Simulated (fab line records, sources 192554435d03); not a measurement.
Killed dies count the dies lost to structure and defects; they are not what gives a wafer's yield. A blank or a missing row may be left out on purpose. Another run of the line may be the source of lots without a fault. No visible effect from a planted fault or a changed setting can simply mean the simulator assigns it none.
fab line records ; flow n5Finfet
[record] lots = 24; wafers = 72; lastDay = 17
route steps=1938 shown BEOL_M1@810
lots that met no fault: from a run of the same line without faults
startH: hours from the record's first day to the start of the lot's first wafer shown ; waitH: hours since the lot's step before ; " same as the row above ; L1.1+2: a single row standing in for several wafers ; - no value present, or no start provided ; * or withheld: withheld ; < > ~ a bound
route shown NAME@n: a module of which the file shows steps, and the number in the route of the first ; usual: mean and standard deviation over wafers with no fault ; same: alike in all rows ; chamber/n: place in a boat ; sites: the reading at each site ; _std_site: the standard deviation of these ; _edge_site: mean of outer sites minus mean of inner sites ; radiusMm: for every site, how far away it sits from the centre of the wafer ; mask NAME#n: copy n ; behind: tool/chamber where the wafer was last shaped ; hold: why the lot was held/for how many hours/how that ended ; device: transistor that didn't switch, given as n, p or np ; end of line: at the end of the route, the tests of the same wafers ; where a step has no rows: the recipe by itself ; killed: not the wafer's yield, but the dies lost to structure and defects at the first sort ; map: a wafer's dies, marking killed ones x, the rest . and places with no die _
set.NAME: the setting that was run; set.NAME@STEP: the one run at that earlier step ; model.NAME: the simulator's own value behind a step, which no gauge read
one table for each step of the route and one row for each wafer, over a sample of lots
services: a tool's chamber out of use, with start hour (startH, from the record's first day; less than 0 if before it), hours out, and reason
[[steps]]
[step N5_BEOL_M1_PRE_CLEAN_45]
[recipe] gas = H2/He; timeS = 30; tempC = 250
[usual] heaterPowerW = 332/17
lot.wafer;tool;chamber;startH;waitH;heaterPowerW
L074.3;pvdSputter-03;-;125.50;0.0;331
L074.4;pvdSputter-03;-;125.50;0.0;357
L074.5;pvdSputter-03;-;125.50;0.0;327
L075.1;pvdSputter-03;-;137.76;0.0;342
L075.2;pvdSputter-03;-;137.76;0.0;311
L075.3;pvdSputter-03;-;137.76;0.0;328
L076.2;pvdSputter-02;-;138.47;0.0;300
L076.3;pvdSputter-02;-;138.47;0.0;335
L076.6;pvdSputter-02;-;138.47;0.0;334
L077.1;pvdSputter-03;-;141.30;0.0;355
L077.3;pvdSputter-03;-;141.30;0.0;343
L077.6;pvdSputter-03;-;141.30;0.0;342
L078.1;pvdSputter-01;-;149.60;0.0;326
L078.5;pvdSputter-01;-;149.60;0.0;325
L078.6;pvdSputter-01;-;149.60;0.0;328
L079.3;pvdSputter-03;-;153.08;0.0;329
L079.4;pvdSputter-03;-;153.08;0.0;343
L079.5;pvdSputter-03;-;153.08;0.0;344
L080.2;pvdSputter-02;-;156.98;0.0;335
L080.4;pvdSputter-02;-;156.98;0.0;299
L080.6;pvdSputter-02;-;156.98;0.0;302
L081.2;pvdSputter-01;-;171.67;0.0;338
L081.3;pvdSputter-01;-;171.67;0.0;326
L081.4;pvdSputter-01;-;171.67;0.0;329
L082.2;pvdSputter-03;-;181.83;0.0;346
L082.3;pvdSputter-03;-;181.83;0.0;353
L082.6;pvdSputter-03;-;181.83;0.0;356
L083.1;pvdSputter-02;-;184.83;0.0;349
L083.4;pvdSputter-02;-;184.83;0.0;329
L083.5;pvdSputter-02;-;184.83;0.0;352
L084.1;pvdSputter-02;-;185.35;0.0;296
L084.3;pvdSputter-02;-;185.35;0.0;330
L084.6;pvdSputter-02;-;185.35;0.0;353
L085.2;pvdSputter-02;-;194.54;0.0;349
L085.3;pvdSputter-02;-;194.54;0.0;335
L085.6;pvdSputter-02;-;194.54;0.0;296
L086.1;pvdSputter-03;-;203.82;0.0;331
L086.3;pvdSputter-03;-;203.82;0.0;320
L086.4;pvdSputter-03;-;203.82;0.0;341
L088.1;pvdSputter-03;-;207.71;0.0;331
L088.4;pvdSputter-03;-;207.71;0.0;319
L088.5;pvdSputter-03;-;207.71;0.0;338
L087.1;pvdSputter-03;-;207.99;0.0;329
L087.2;pvdSputter-03;-;207.99;0.0;309
L087.3;pvdSputter-03;-;207.99;0.0;361
L089.2;pvdSputter-02;-;218.10;0.0;309
L089.5;pvdSputter-02;-;218.10;0.0;327
L089.6;pvdSputter-02;-;218.10;0.0;339
L090.2;pvdSputter-02;-;225.12;0.0;295
L090.3;pvdSputter-02;-;225.12;0.0;346
L090.5;pvdSputter-02;-;225.12;0.0;284
L091.1;pvdSputter-02;-;228.30;0.0;305
L091.3;pvdSputter-02;-;228.30;0.0;327
L091.5;pvdSputter-02;-;228.30;0.0;357
L092.2;pvdSputter-01;-;238.63;0.0;329
L092.4;pvdSputter-01;-;238.63;0.0;314
L092.5;pvdSputter-01;-;238.63;0.0;323
L093.3;pvdSputter-03;-;242.11;0.0;334
L093.5;pvdSputter-03;-;242.11;0.0;350
L093.6;pvdSputter-03;-;242.11;0.0;328
L094.2;pvdSputter-01;-;246.85;0.0;342
L094.4;pvdSputter-01;-;246.85;0.0;327
L094.6;pvdSputter-01;-;246.85;0.0;322
L095.1;pvdSputter-01;-;254.34;0.0;328
L095.2;pvdSputter-01;-;254.34;0.0;325
L095.4;pvdSputter-01;-;254.34;0.0;338
L096.1;pvdSputter-01;-;259.27;0.0;347
L096.5;pvdSputter-01;-;259.27;0.0;320
L096.6;pvdSputter-01;-;259.27;0.0;345
L097.2;pvdSputter-02;-;262.54;0.0;302
L097.5;pvdSputter-02;-;262.54;0.0;304
L097.6;pvdSputter-02;-;262.54;0.0;348
[step N5_BEOL_M1_SURFACE_TREAT_85]
[recipe] gas = Ar; timeS = *; ionEnergyEv = *; ionCurrentMaCm2 = 0.5; pressureMtorr = *; arFlowSccm = 30
[usual] throttleValvePct = *
lot.wafer;tool;chamber;startH;waitH;throttleValvePct
L074.3;pvdSputter-02;-;125.89;0.2;*
L074.4;pvdSputter-02;-;125.89;0.2;*
L074.5;pvdSputter-02;-;125.89;0.2;*
L075.1;pvdSputter-02;-;138.21;0.2;*
L075.2;pvdSputter-02;-;138.21;0.2;*
L075.3;pvdSputter-02;-;138.21;0.2;*
L076.2;pvdSputter-01;-;139.16;0.3;*
L076.3;pvdSputter-01;-;139.16;0.3;*
L076.6;pvdSputter-01;-;139.16;0.3;*
L077.1;pvdSputter-01;-;141.81;0.4;*
L077.3;pvdSputter-01;-;141.81;0.4;*
L077.6;pvdSputter-01;-;141.81;0.4;*
L078.1;pvdSputter-01;-;149.92;0.2;*
L078.5;pvdSputter-01;-;149.92;0.2;*
L078.6;pvdSputter-01;-;149.92;0.2;*
L079.3;pvdSputter-02;-;153.40;0.2;*
L079.4;pvdSputter-02;-;153.40;0.2;*
L079.5;pvdSputter-02;-;153.40;0.2;*
L080.2;pvdSputter-01;-;157.30;0.2;*
L080.4;pvdSputter-01;-;157.30;0.2;*
L080.6;pvdSputter-01;-;157.30;0.2;*
L081.2;pvdSputter-01;-;172.25;0.4;*
L081.3;pvdSputter-01;-;172.25;0.4;*
L081.4;pvdSputter-01;-;172.25;0.4;*
L082.2;pvdSputter-03;-;182.11;0.1;*
L082.3;pvdSputter-03;-;182.11;0.1;*
L082.6;pvdSputter-03;-;182.11;0.1;*
L083.1;pvdSputter-01;-;185.23;0.2;*
L083.4;pvdSputter-01;-;185.23;0.2;*
L083.5;pvdSputter-01;-;185.23;0.2;*
L084.1;pvdSputter-01;-;185.73;0.2;*
L084.3;pvdSputter-01;-;185.73;0.2;*
L084.6;pvdSputter-01;-;185.73;0.2;*
L085.2;pvdSputter-01;-;196.09;1.2;*
L085.3;pvdSputter-01;-;196.09;1.2;*
L085.6;pvdSputter-01;-;196.09;1.2;*
L086.1;pvdSputter-01;-;205.11;1.1;*
L086.3;pvdSputter-01;-;205.11;1.1;*
L086.4;pvdSputter-01;-;205.11;1.1;*
L088.1;pvdSputter-02;-;208.00;0.1;*
L088.4;pvdSputter-02;-;208.00;0.1;*
L088.5;pvdSputter-02;-;208.00;0.1;*
L087.1;pvdSputter-03;-;208.30;0.1;*
L087.2;pvdSputter-03;-;208.30;0.1;*
L087.3;pvdSputter-03;-;208.30;0.1;*
L089.2;pvdSputter-03;-;218.43;0.2;*
L089.5;pvdSputter-03;-;218.43;0.2;*
L089.6;pvdSputter-03;-;218.43;0.2;*
L090.2;pvdSputter-02;-;225.56;0.3;*
L090.3;pvdSputter-02;-;225.56;0.3;*
L090.5;pvdSputter-02;-;225.56;0.3;*
L091.1;pvdSputter-02;-;228.74;0.2;*
L091.3;pvdSputter-02;-;228.74;0.2;*
L091.5;pvdSputter-02;-;228.74;0.2;*
L092.2;pvdSputter-02;-;239.17;0.4;*
L092.4;pvdSputter-02;-;239.17;0.4;*
L092.5;pvdSputter-02;-;239.17;0.4;*
L093.3;pvdSputter-02;-;242.43;0.1;*
L093.5;pvdSputter-02;-;242.43;0.1;*
L093.6;pvdSputter-02;-;242.43;0.1;*
L094.2;pvdSputter-02;-;247.17;0.1;*
L094.4;pvdSputter-02;-;247.17;0.1;*
L094.6;pvdSputter-02;-;247.17;0.1;*
L095.1;pvdSputter-02;-;254.73;0.1;*
L095.2;pvdSputter-02;-;254.73;0.1;*
L095.4;pvdSputter-02;-;254.73;0.1;*
L096.1;pvdSputter-03;-;259.63;0.2;*
L096.5;pvdSputter-03;-;259.63;0.2;*
L096.6;pvdSputter-03;-;259.63;0.2;*
L097.2;pvdSputter-02;-;262.90;0.2;*
L097.5;pvdSputter-02;-;262.90;0.2;*
L097.6;pvdSputter-02;-;262.90;0.2;*
[step N5_BEOL_M1_ANNEAL_91]
[recipe] tempC = 400; timeS = 240; ambient = vacuum
[usual] heaterPowerW = 822/37
lot.wafer;tool;chamber;startH;waitH;heaterPowerW
L074.3;pvdSputter-01;-;128.44;0.0;799
L074.4;pvdSputter-01;-;128.44;0.0;842
L074.5;pvdSputter-01;-;128.44;0.0;786
L075.1;pvdSputter-02;-;139.69;0.0;868
L075.2;pvdSputter-02;-;139.69;0.0;758
L075.3;pvdSputter-02;-;139.69;0.0;799
L076.2;pvdSputter-01;-;140.58;0.0;804
L076.3;pvdSputter-01;-;140.58;0.0;848
L076.6;pvdSputter-01;-;140.58;0.0;839
L077.1;pvdSputter-03;-;144.78;0.0;829
L077.3;pvdSputter-03;-;144.78;0.0;772
L077.6;pvdSputter-03;-;144.78;0.0;837
L078.1;pvdSputter-01;-;151.41;0.0;793
L078.5;pvdSputter-01;-;151.41;0.0;820
L078.6;pvdSputter-01;-;151.41;0.0;794
L079.3;pvdSputter-03;-;154.84;0.0;907
L079.4;pvdSputter-03;-;154.84;0.0;782
L079.5;pvdSputter-03;-;154.84;0.0;815
L080.2;pvdSputter-01;-;158.72;0.0;825
L080.4;pvdSputter-01;-;158.72;0.0;815
L080.6;pvdSputter-01;-;158.72;0.0;868
L081.2;pvdSputter-01;-;173.95;0.0;854
L081.3;pvdSputter-01;-;173.95;0.0;819
L081.4;pvdSputter-01;-;173.95;0.0;790
L082.2;pvdSputter-01;-;183.51;0.0;819
L082.3;pvdSputter-01;-;183.51;0.0;816
L082.6;pvdSputter-01;-;183.51;0.0;846
L083.1;pvdSputter-02;-;186.73;0.0;834
L083.4;pvdSputter-02;-;186.73;0.0;864
L083.5;pvdSputter-02;-;186.73;0.0;792
L084.1;pvdSputter-01;-;187.19;0.0;802
L084.3;pvdSputter-01;-;187.19;0.0;826
L084.6;pvdSputter-01;-;187.19;0.0;821
L085.2;pvdSputter-01;-;197.67;0.0;825
L085.3;pvdSputter-01;-;197.67;0.0;813
L085.6;pvdSputter-01;-;197.67;0.0;832
L086.1;pvdSputter-01;-;206.73;0.0;796
L086.3;pvdSputter-01;-;206.73;0.0;797
L086.4;pvdSputter-01;-;206.73;0.0;817
L088.1;pvdSputter-02;-;209.40;0.0;748
L088.4;pvdSputter-02;-;209.40;0.0;839
L088.5;pvdSputter-02;-;209.40;0.0;873
L087.1;pvdSputter-03;-;209.70;0.0;764
L087.2;pvdSputter-03;-;209.70;0.0;829
L087.3;pvdSputter-03;-;209.70;0.0;859
L089.2;pvdSputter-02;-;219.90;0.0;879
L089.5;pvdSputter-02;-;219.90;0.0;865
L089.6;pvdSputter-02;-;219.90;0.0;829
L090.2;pvdSputter-02;-;227.02;0.0;763
L090.3;pvdSputter-02;-;227.02;0.0;866
L090.5;pvdSputter-02;-;227.02;0.0;812
L091.1;pvdSputter-02;-;230.20;0.0;864
L091.3;pvdSputter-02;-;230.20;0.0;739
L091.5;pvdSputter-02;-;230.20;0.0;854
L092.2;pvdSputter-02;-;240.96;0.0;762
L092.4;pvdSputter-02;-;240.96;0.0;826
L092.5;pvdSputter-02;-;240.96;0.0;768
L093.3;pvdSputter-03;-;243.92;0.0;824
L093.5;pvdSputter-03;-;243.92;0.0;791
L093.6;pvdSputter-03;-;243.92;0.0;844
L094.2;pvdSputter-02;-;248.58;0.0;762
L094.4;pvdSputter-02;-;248.58;0.0;878
L094.6;pvdSputter-02;-;248.58;0.0;805
L095.1;pvdSputter-01;-;256.39;0.0;834
L095.2;pvdSputter-01;-;256.39;0.0;799
L095.4;pvdSputter-01;-;256.39;0.0;836
L096.1;pvdSputter-02;-;261.22;0.0;877
L096.5;pvdSputter-02;-;261.22;0.0;845
L096.6;pvdSputter-02;-;261.22;0.0;827
L097.2;pvdSputter-03;-;264.31;0.0;856
L097.5;pvdSputter-03;-;264.31;0.0;828
L097.6;pvdSputter-03;-;264.31;0.0;779
[step N5_BEOL_M1_ANNEAL_93]
[recipe] tempC = 400; timeS = 240; ambient = vacuum
[usual] heaterPowerW = 824/38
lot.wafer;tool;chamber;startH;waitH;heaterPowerW
L074.3;pvdSputter-01;-;128.66;0.0;806
L074.4;pvdSputter-01;-;128.66;0.0;817
L074.5;pvdSputter-01;-;128.66;0.0;815
L075.1;pvdSputter-02;-;139.91;0.0;855
L075.2;pvdSputter-02;-;139.91;0.0;764
L075.3;pvdSputter-02;-;139.91;0.0;830
L076.2;pvdSputter-01;-;140.80;0.0;786
L076.3;pvdSputter-01;-;140.80;0.0;853
L076.6;pvdSputter-01;-;140.80;0.0;810
L077.1;pvdSputter-03;-;145.00;0.0;833
L077.3;pvdSputter-03;-;145.00;0.0;760
L077.6;pvdSputter-03;-;145.00;0.0;821
L078.1;pvdSputter-01;-;151.63;0.0;818
L078.5;pvdSputter-01;-;151.63;0.0;822
L078.6;pvdSputter-01;-;151.63;0.0;832
L079.3;pvdSputter-03;-;155.06;0.0;901
L079.4;pvdSputter-03;-;155.06;0.0;780
L079.5;pvdSputter-03;-;155.06;0.0;824
L080.2;pvdSputter-01;-;158.94;0.0;827
L080.4;pvdSputter-01;-;158.94;0.0;833
L080.6;pvdSputter-01;-;158.94;0.0;842
L081.2;pvdSputter-01;-;174.17;0.0;844
L081.3;pvdSputter-01;-;174.17;0.0;814
L081.4;pvdSputter-01;-;174.17;0.0;805
L082.2;pvdSputter-01;-;183.73;0.0;825
L082.3;pvdSputter-01;-;183.73;0.0;822
L082.6;pvdSputter-01;-;183.73;0.0;828
L083.1;pvdSputter-02;-;186.95;0.0;842
L083.4;pvdSputter-02;-;186.95;0.0;880
L083.5;pvdSputter-02;-;186.95;0.0;809
L084.1;pvdSputter-01;-;187.41;0.0;812
L084.3;pvdSputter-01;-;187.41;0.0;800
L084.6;pvdSputter-01;-;187.41;0.0;804
L085.2;pvdSputter-01;-;197.89;0.0;825
L085.3;pvdSputter-01;-;197.89;0.0;818
L085.6;pvdSputter-01;-;197.89;0.0;855
L086.1;pvdSputter-01;-;206.95;0.0;846
L086.3;pvdSputter-01;-;206.95;0.0;795
L086.4;pvdSputter-01;-;206.95;0.0;822
L088.1;pvdSputter-02;-;209.62;0.0;754
L088.4;pvdSputter-02;-;209.62;0.0;809
L088.5;pvdSputter-02;-;209.62;0.0;876
L087.1;pvdSputter-03;-;209.92;0.0;771
L087.2;pvdSputter-03;-;209.92;0.0;813
L087.3;pvdSputter-03;-;209.92;0.0;872
L089.2;pvdSputter-02;-;220.12;0.0;850
L089.5;pvdSputter-02;-;220.12;0.0;884
L089.6;pvdSputter-02;-;220.12;0.0;835
L090.2;pvdSputter-02;-;227.24;0.0;740
L090.3;pvdSputter-02;-;227.24;0.0;887
L090.5;pvdSputter-02;-;227.24;0.0;824
L091.1;pvdSputter-02;-;230.42;0.0;884
L091.3;pvdSputter-02;-;230.42;0.0;747
L091.5;pvdSputter-02;-;230.42;0.0;865
L092.2;pvdSputter-02;-;241.18;0.0;765
L092.4;pvdSputter-02;-;241.18;0.0;827
L092.5;pvdSputter-02;-;241.18;0.0;748
L093.3;pvdSputter-03;-;244.14;0.0;837
L093.5;pvdSputter-03;-;244.14;0.0;786
L093.6;pvdSputter-03;-;244.14;0.0;814
L094.2;pvdSputter-02;-;248.80;0.0;759
L094.4;pvdSputter-02;-;248.80;0.0;890
L094.6;pvdSputter-02;-;248.80;0.0;837
L095.1;pvdSputter-01;-;256.61;0.0;855
L095.2;pvdSputter-01;-;256.61;0.0;792
L095.4;pvdSputter-01;-;256.61;0.0;819
L096.1;pvdSputter-02;-;261.44;0.0;884
L096.5;pvdSputter-02;-;261.44;0.0;826
L096.6;pvdSputter-02;-;261.44;0.0;810
L097.2;pvdSputter-03;-;264.53;0.0;868
L097.5;pvdSputter-03;-;264.53;0.0;843
L097.6;pvdSputter-03;-;264.53;0.0;790
[step N5_BEOL_M1_SPUTTER_96]
[recipe] material = Cu; targetThkA = 45; tempC = -20; chamberPressurePa = 0.07; powerW = withheld; timeS = 8.29
[usual] chuckGasFlowSccm = 1.26/0.052; throttleValvePct = 29.6/0.65
lot.wafer;tool;chamber;startH;waitH;chuckGasFlowSccm;throttleValvePct
L074.3;pvdSputter-01;-;129.02;0.1;1.28;28.9
L074.4;pvdSputter-01;-;129.02;0.1;1.16;29.0
L074.5;pvdSputter-01;-;129.02;0.1;1.26;28.9
L075.1;pvdSputter-02;-;140.27;0.1;1.22;30.7
L075.2;pvdSputter-02;-;140.27;0.1;1.38;29.8
L075.3;pvdSputter-02;-;140.27;0.1;1.20;29.4
L076.2;pvdSputter-01;-;141.16;0.1;1.32;29.6
L076.3;pvdSputter-01;-;141.16;0.1;1.27;29.4
L076.6;pvdSputter-01;-;141.16;0.1;1.30;29.0
L077.1;pvdSputter-03;-;145.36;0.1;1.28;30.4
L077.3;pvdSputter-03;-;145.36;0.1;1.25;29.3
L077.6;pvdSputter-03;-;145.36;0.1;1.24;30.5
L078.1;pvdSputter-01;-;151.99;0.1;1.25;29.1
L078.5;pvdSputter-01;-;151.99;0.1;1.30;28.9
L078.6;pvdSputter-01;-;151.99;0.1;1.16;29.6
L079.3;pvdSputter-03;-;155.42;0.1;1.27;31.1
L079.4;pvdSputter-03;-;155.42;0.1;1.25;29.4
L079.5;pvdSputter-03;-;155.42;0.1;1.25;30.4
L080.2;pvdSputter-01;-;159.30;0.1;1.19;29.9
L080.4;pvdSputter-01;-;159.30;0.1;1.21;29.0
L080.6;pvdSputter-01;-;159.30;0.1;1.18;29.3
L081.2;pvdSputter-01;-;174.53;0.1;1.26;29.8
L081.3;pvdSputter-01;-;174.53;0.1;1.24;29.5
L081.4;pvdSputter-01;-;174.53;0.1;1.24;28.9
L082.2;pvdSputter-01;-;184.09;0.1;1.21;29.0
L082.3;pvdSputter-01;-;184.09;0.1;1.20;29.6
L082.6;pvdSputter-01;-;184.09;0.1;1.23;29.2
L083.1;pvdSputter-02;-;187.31;0.1;1.26;30.6
L083.4;pvdSputter-02;-;187.31;0.1;1.24;28.5
L083.5;pvdSputter-02;-;187.31;0.1;1.26;29.5
L084.1;pvdSputter-01;-;187.77;0.1;1.25;29.6
L084.3;pvdSputter-01;-;187.77;0.1;1.35;28.8
L084.6;pvdSputter-01;-;187.77;0.1;1.28;29.8
L085.2;pvdSputter-01;-;198.25;0.1;1.20;29.1
L085.3;pvdSputter-01;-;198.25;0.1;1.25;29.7
L085.6;pvdSputter-01;-;198.25;0.1;1.27;29.6
L086.1;pvdSputter-01;-;207.31;0.1;1.27;29.1
L086.3;pvdSputter-01;-;207.31;0.1;1.30;29.7
L086.4;pvdSputter-01;-;207.31;0.1;1.32;29.0
L088.1;pvdSputter-02;-;209.98;0.1;1.27;30.0
L088.4;pvdSputter-02;-;209.98;0.1;1.22;30.2
L088.5;pvdSputter-02;-;209.98;0.1;1.17;28.6
L087.1;pvdSputter-03;-;210.28;0.1;1.27;29.4
L087.2;pvdSputter-03;-;210.28;0.1;1.29;30.4
L087.3;pvdSputter-03;-;210.28;0.1;1.20;30.2
L089.2;pvdSputter-02;-;220.48;0.1;1.16;28.6
L089.5;pvdSputter-02;-;220.48;0.1;1.20;28.4
L089.6;pvdSputter-02;-;220.48;0.1;1.33;30.4
L090.2;pvdSputter-02;-;227.60;0.1;1.25;30.0
L090.3;pvdSputter-02;-;227.60;0.1;1.18;28.7
L090.5;pvdSputter-02;-;227.60;0.1;1.20;29.6
L091.1;pvdSputter-02;-;230.78;0.1;1.24;28.3
L091.3;pvdSputter-02;-;230.78;0.1;1.30;30.1
L091.5;pvdSputter-02;-;230.78;0.1;1.21;28.5
L092.2;pvdSputter-02;-;241.54;0.1;1.25;29.7
L092.4;pvdSputter-02;-;241.54;0.1;1.23;29.4
L092.5;pvdSputter-02;-;241.54;0.1;1.28;30.1
L093.3;pvdSputter-03;-;244.50;0.1;1.30;30.5
L093.5;pvdSputter-03;-;244.50;0.1;1.21;29.5
L093.6;pvdSputter-03;-;244.50;0.1;1.21;30.5
L094.2;pvdSputter-02;-;249.16;0.1;1.34;30.0
L094.4;pvdSputter-02;-;249.16;0.1;1.24;28.4
L094.6;pvdSputter-02;-;249.16;0.1;1.27;29.5
L095.1;pvdSputter-01;-;256.97;0.1;1.19;29.8
L095.2;pvdSputter-01;-;256.97;0.1;1.28;28.8
L095.4;pvdSputter-01;-;256.97;0.1;1.23;29.1
L096.1;pvdSputter-02;-;261.80;0.1;1.19;28.8
L096.5;pvdSputter-02;-;261.80;0.1;1.26;30.4
L096.6;pvdSputter-02;-;261.80;0.1;1.21;29.3
L097.2;pvdSputter-03;-;264.89;0.1;1.20;30.2
L097.5;pvdSputter-03;-;264.89;0.1;1.22;30.6
L097.6;pvdSputter-03;-;264.89;0.1;1.20;29.5
[step N5_BEOL_M1_PRE_CLEAN_60]
[recipe] gas = NH3/H2; timeS = 15; tempC = *; rfPowerW = 300
[usual] heaterPowerW = 97/13
lot.wafer;tool;chamber;startH;waitH;heaterPowerW
L074.3;cvdCo-02;0;129.85;0.0;96
L074.4;cvdCo-02;0;129.85;0.0;95
L074.5;cvdCo-02;2;129.85;0.0;102
L075.1;cvdCo-02;1;142.29;0.3;97
L075.2;cvdCo-02;2;142.29;0.3;103
L075.3;cvdCo-02;0;142.29;0.3;96
L076.2;cvdCo-02;0;142.60;0.3;95
L076.3;cvdCo-02;1;142.60;0.3;99
L076.6;cvdCo-02;1;142.60;0.3;95
L077.1;cvdCo-01;0;146.18;0.0;76
L077.3;cvdCo-01;1;146.18;0.0;119
L077.6;cvdCo-01;1;146.18;0.0;118
L078.1;cvdCo-02;0;152.82;0.0;97
L078.5;cvdCo-02;1;152.82;0.0;98
L078.6;cvdCo-02;0;152.82;0.0;98
L079.3;cvdCo-02;1;156.31;0.0;98
L079.4;cvdCo-02;0;156.31;0.0;92
L079.5;cvdCo-02;2;156.31;0.0;103
L080.2;cvdCo-02;0;160.23;0.0;97
L080.4;cvdCo-02;1;160.23;0.0;95
L080.6;cvdCo-02;0;160.23;0.0;98
L081.2;cvdCo-02;1;175.36;0.0;97
L081.3;cvdCo-02;2;175.36;0.0;105
L081.4;cvdCo-02;2;175.36;0.0;104
L082.2;cvdCo-01;2;184.92;0.0;69
L082.3;cvdCo-01;0;184.92;0.0;76
L082.6;cvdCo-01;1;184.92;0.0;118
L083.1;cvdCo-02;1;188.29;0.0;100
L083.4;cvdCo-02;2;188.29;0.0;104
L083.5;cvdCo-02;0;188.29;0.0;98
L084.1;cvdCo-02;2;188.61;0.0;102
L084.3;cvdCo-02;1;188.61;0.0;100
L084.6;cvdCo-02;0;188.61;0.0;97
L085.2;cvdCo-02;1;199.08;0.0;98
L085.3;cvdCo-02;0;199.08;0.0;96
L085.6;cvdCo-02;1;199.08;0.0;101
L086.1;cvdCo-02;2;208.69;0.0;103
L086.3;cvdCo-02;0;208.69;0.0;96
L086.4;cvdCo-02;1;208.69;0.0;100
L088.1;cvdCo-02;1;210.80;0.0;97
L088.4;cvdCo-02;0;210.80;0.0;96
L088.5;cvdCo-02;2;210.80;0.0;103
L087.1;cvdCo-01;0;211.11;0.0;75
L087.2;cvdCo-01;1;211.11;0.0;119
L087.3;cvdCo-01;2;211.11;0.0;69
L089.2;cvdCo-02;2;221.31;0.0;103
L089.5;cvdCo-02;1;221.31;0.0;97
L089.6;cvdCo-02;0;221.31;0.0;97
L090.2;cvdCo-02;1;228.43;0.0;96
L090.3;cvdCo-02;2;228.43;0.0;102
L090.5;cvdCo-02;2;228.43;0.0;103
L091.1;cvdCo-02;2;231.88;0.0;107
L091.3;cvdCo-02;1;231.88;0.0;101
L091.5;cvdCo-02;1;231.88;0.0;100
L092.2;cvdCo-01;2;242.67;0.1;69
L092.4;cvdCo-01;0;242.67;0.1;77
L092.5;cvdCo-01;1;242.67;0.1;120
L093.3;cvdCo-01;1;245.46;0.0;119
L093.5;cvdCo-01;1;245.46;0.0;118
L093.6;cvdCo-01;0;245.46;0.0;77
L094.2;cvdCo-02;1;250.11;0.0;98
L094.4;cvdCo-02;2;250.11;0.0;105
L094.6;cvdCo-02;0;250.11;0.0;98
L095.1;cvdCo-01;0;257.81;0.0;76
L095.2;cvdCo-01;1;257.81;0.0;120
L095.4;cvdCo-01;0;257.81;0.0;79
L096.1;cvdCo-02;0;262.76;0.0;99
L096.5;cvdCo-02;2;262.76;0.0;105
L096.6;cvdCo-02;1;262.76;0.0;100
L097.2;cvdCo-02;0;265.71;0.0;97
L097.5;cvdCo-02;1;265.71;0.0;97
L097.6;cvdCo-02;2;265.71;0.0;107
[[services]]
tool;chamber;startH;hours;kind
cvdCo-02;0;104.88;5.6;repair
cvdCo-01;1;114.67;-;clean
cvdCo-01;1;114.67;22.0;scheduledDown
cvdCo-01;1;114.67;22.0;ventCycle
cvdCo-01;-;129.85;14.6;pm
pvdSputter-01;-;131.36;1.3;repair
cvdCo-02;-;149.86;1.0;repair
cvdCo-01;-;237.63;2.8;pm
[[key]]
fault none
